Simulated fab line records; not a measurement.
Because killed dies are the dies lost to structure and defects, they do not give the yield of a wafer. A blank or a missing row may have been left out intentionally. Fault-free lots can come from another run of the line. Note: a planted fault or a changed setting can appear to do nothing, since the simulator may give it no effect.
Split-lot experiment	flow n5-finfet	21 wafers read from 7 lots, route of 1938 steps

THE SPLIT ITSELF
At N5_BEOL_M6_EXPOSE_25 (exposes mask V5, target cd 40 nm), the setting dose-mj was moved away from the recipe's 45 on 10 of the 21 wafers read, by -6.4% to +7.1%. For the rest of the wafers, this setting stayed at what the recipe calls for.

FROM THE SPLIT TO THE READING: what the file shows between them, 2 steps
- N5_BEOL_M6_PEB_26: peb time 60 s
- N5_BEOL_M6_DEVELOP_27: develop time 30 s

THE READING
At N5_BEOL_M6_CD_MEAS_28: cd-nm in nanometres, against a target cd of 40 nm. A value of 40.04 nm with a standard deviation of 0.22 nm is what fault-free wafers of this fab line usually give.

wafer	tool, chamber at the split	dose-mj as run	against the recipe	cd-nm, nm	against lot-mates on the recipe
L074.1	euv-scanner-01, 0	42.13	-6.4%	38.61	-1.85
L074.3	euv-scanner-01, 0	45	recipe	40.46	-
L074.5	euv-scanner-01, 0	42.13	-6.4%	38.55	-1.91
L075.1	euv-scanner-01, 0	45	recipe	39.95	-
L075.3	euv-scanner-01, 0	46.35	+3.0%	40.66	+0.67
L075.6	euv-scanner-01, 0	45	recipe	40.03	-
L076.3	euv-scanner-01, 0	43.75	-2.8%	39.41	-0.72
L076.5	euv-scanner-01, 0	43.75	-2.8%	39.36	-0.77
L076.6	euv-scanner-01, 0	45	recipe	40.13	-
L079.1	euv-scanner-02, 0	45	recipe	40.07	-
L079.5	euv-scanner-02, 0	48.21	+7.1%	41.71	+1.64
L079.6	euv-scanner-02, 0	48.21	+7.1%	41.60	+1.53
L091.1	euv-scanner-02, 0	45	recipe	40.19	-
L091.3	euv-scanner-02, 0	45	recipe	40.06	-
L091.5	euv-scanner-02, 0	47.84	+6.3%	41.38	+1.26
L089.2	euv-scanner-01, 0	45	recipe	40.04	-
L089.4	euv-scanner-01, 0	45	recipe	40.19	-
L089.5	euv-scanner-01, 0	45	recipe	40.42	-
L096.2	euv-scanner-01, 0	45	recipe	40.06	-
L096.3	euv-scanner-01, 0	42.11	-6.4%	38.65	-1.41
L096.5	euv-scanner-01, 0	42.11	-6.4%	38.35	-1.71

THE FIT
A straight line over all 21 wafers: cd-nm changes by +0.229 nm for each +1% of dose-mj; r = +0.99; the points scatter about the line by 0.15 nm.
The same after taking each lot's own level away (the mean of its wafers on the recipe; 21 wafers): +0.243 nm for each +1%; r = +0.99; scatter 0.14 nm.
According to that fit, moving dose-mj by its largest amount changes the reading by 1.7 nm.
From 39.990 to 40.460 nm: that is the span of the lots' own levels, equal to 2.1 times the standard deviation above.
So the lot-to-lot level changes the slope little: the two slopes agree.
Check: with one of the wafers moved furthest among these (+7.1%) left out of the fit, the line predicts +1.67 nm for it against its lot-mates. It came out at +1.64 nm against them.

THESE WAFERS: OTHER SPLITS
These wafers also went through other splits before the reading. Each is held against what the fit with the lots' levels taken away leaves over:
other split on the same wafers	wafers away from the commonest value	r with cd-nm (lot level and that fit taken away)
N5_BEOL_M5_COAT_66 spin-rpm	7	-0.17

THE WHOLE CHAIN: every reading that the file lists as answering this split, in the file's order
step	what it does	reading	change (the file's fit)	r (the file's)
N5_BEOL_M6_CD_MEAS_28	target cd 40 nm	cd-nm	+0.239 nm for each +1% of the setting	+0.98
N5_BEOL_M6_DESCUM_33	chemistry O2, time 7 s	BEOL_M6.cd-nm (the simulator's own value, which no gauge read)	+0.235 nm for each +1% of the setting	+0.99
N5_BEOL_M6_ETCH_72	etches underlayer in N2/H2, target depth 6.5 nm, time 5.2 s	BEOL_M6.cd-nm (the simulator's own value, which no gauge read)	+0.24 nm for each +1% of the setting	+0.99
N5_BEOL_M6_VIA_ETCH_34	etches SiCOH lowk in C4F6/O2, target depth 126.3 nm, time 50.9 s	BEOL_M6.cd-nm (the simulator's own value, which no gauge read)	+0.252 nm for each +1% of the setting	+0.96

THE FILE'S OWN FIT
cd-nm changes by +0.239 nm for each +1% of dose-mj, r = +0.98.
